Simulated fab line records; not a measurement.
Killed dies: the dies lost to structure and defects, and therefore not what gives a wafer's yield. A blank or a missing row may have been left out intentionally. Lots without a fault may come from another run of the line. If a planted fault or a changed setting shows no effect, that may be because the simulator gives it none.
Problem report, 8D (eight disciplines) form, completed by code / flow n5_finfet / the parts of the form that need people (team, actions taken, sign-off) are left out

1. PROBLEM STATEMENT
Across 3 wafers from 2 lots, M8_ILD_THK at N5_BEOL_M8_THK_MEAS_01 averages 116.0 nm, while fault-free wafers read 154.5 nm with a standard deviation of 1.9. Relative to the usual mean, that is a shift of -20 standard deviations.
The first sign was on wafer L246.6 at day 13 03:40, on film_metro-02. The record has a number at this step for 24 wafers belonging to 8 lots. Rule for "out" (also "out of limits"): further than 4 standard deviations from the usual mean. Any other wafer with a number is counted as sound.

2. WHAT IT IS, WHAT IT ISN'T
question=which readings at this step | is=M8_ILD_THK | is not=-
question=which lots | is=L245, L246 | is not=L231, L234, L243, L248, L249, L251
question=which wafers of those lots | is=L245.2, L245.6, L246.6 | is not=L245.5, L246.2, L246.5
question=read on which gauges | is=film_metro-01, film_metro-02 | is not=-
question=when | is=from day 13 03:40 | is not=up to then (11 sound wafers); but 10 sound wafers of L245, L248, L249, L251 came after

3. THE SUSPECTS, EACH WITH WHAT RULES IT OUT
Counting: if a tool at a process step up to the reading ran every lot that is out, it stays a suspect. Sound lots after the first of them don't rule it out here, since some wafers of a struck lot are sound.
- the gauge at N5_BEOL_M8_THK_MEAS_01 has been ruled out. The wafers that are out were read on 2 gauges (film_metro-01, film_metro-02).
- pecvd-02 at N5_BEOL_M8_ILD_DEP_00 (deposits SiCOH lowk from DEMS/porogen, target thk 179.75 nm, time 33.4 s): kept. Ran every lot that is out, first one L246 (day 13 03:05); last sound lot up to then L243 (day 13 00:28).
- Within pecvd-02 at N5_BEOL_M8_ILD_DEP_00: the wafers that are out ran in chamber 0; their sound lot-mates ran in chamber 1.
The count leaves pecvd-02 at N5_BEOL_M8_ILD_DEP_00.

4. THE CAUSE (what the simulator had put in)
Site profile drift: pecvd-02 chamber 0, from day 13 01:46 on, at N5_BEOL_M8_ILD_DEP_00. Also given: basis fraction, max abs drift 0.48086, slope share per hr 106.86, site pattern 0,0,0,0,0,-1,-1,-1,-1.
After counting, this tool was the only one left.

5. THE CHAIN OF EFFECTS, in route order
Rows list readings where the struck wafers' mean (over those with a number) sits beyond 3 standard deviations from the usual. Only readings whose record carries a usual standard deviation are examined. hours: median over the lots of the time between each lot's start at the first step of this table that gives one and its start at this step. sigmas: the change, counted in usual standard deviations.
hours=0; step=N5_BEOL_M8_THK_MEAS_01; reading=M8_ILD_THK; usual=154.5 nm; on struck wafers=116.0; change=-38.5; sigmas=-20
hours=74; step=N5_PASSIVATION_PROBE_49; reading=defect_limited_yield; usual=91.3 %; on struck wafers=50.6; change=-40.7; sigmas=-31
hours=74; step=N5_PASSIVATION_PROBE_49; reading=killed_at_M4_up; usual=15; on struck wafers=487; change=+472; sigmas=+87
hours=74; step=N5_PASSIVATION_PROBE_49; reading=killed_dies; usual=102; on struck wafers=583; change=+481; sigmas=+32
hours=74; step=N5_PASSIVATION_PROBE_49; reading=killed_on_rim; usual=13; on struck wafers=152; change=+139; sigmas=+38
hours=74; step=N5_PASSIVATION_PROBE_49; reading=sort_n_pass; usual=1078; on struck wafers=597; change=-481; sigmas=-32
hours=74; step=N5_PASSIVATION_PROBE_49; reading=sort_yield_pct; usual=91.3 %; on struck wafers=50.6; change=-40.7; sigmas=-31
Process steps it contains:
- N5_PASSIVATION_PROBE_49

6. HOW IT WOULD HAVE BEEN CAUGHT EARLIER
Counted from the fault's start at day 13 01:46, it took 2 hours until the first out-of-limits reading at a measuring or inspecting step in this record, taken at day 13 03:40.
No tool reading at N5_BEOL_M8_ILD_DEP_00 that has a usual standard deviation in the record was out on any struck wafer, so an alarm limit of 4 standard deviations on those readings would not have fired.
Lots out: 2; of these, L245 started N5_BEOL_M8_ILD_DEP_00 on pecvd-02 after day 13 03:40. It would have been spared by a hold on the tool at that moment.
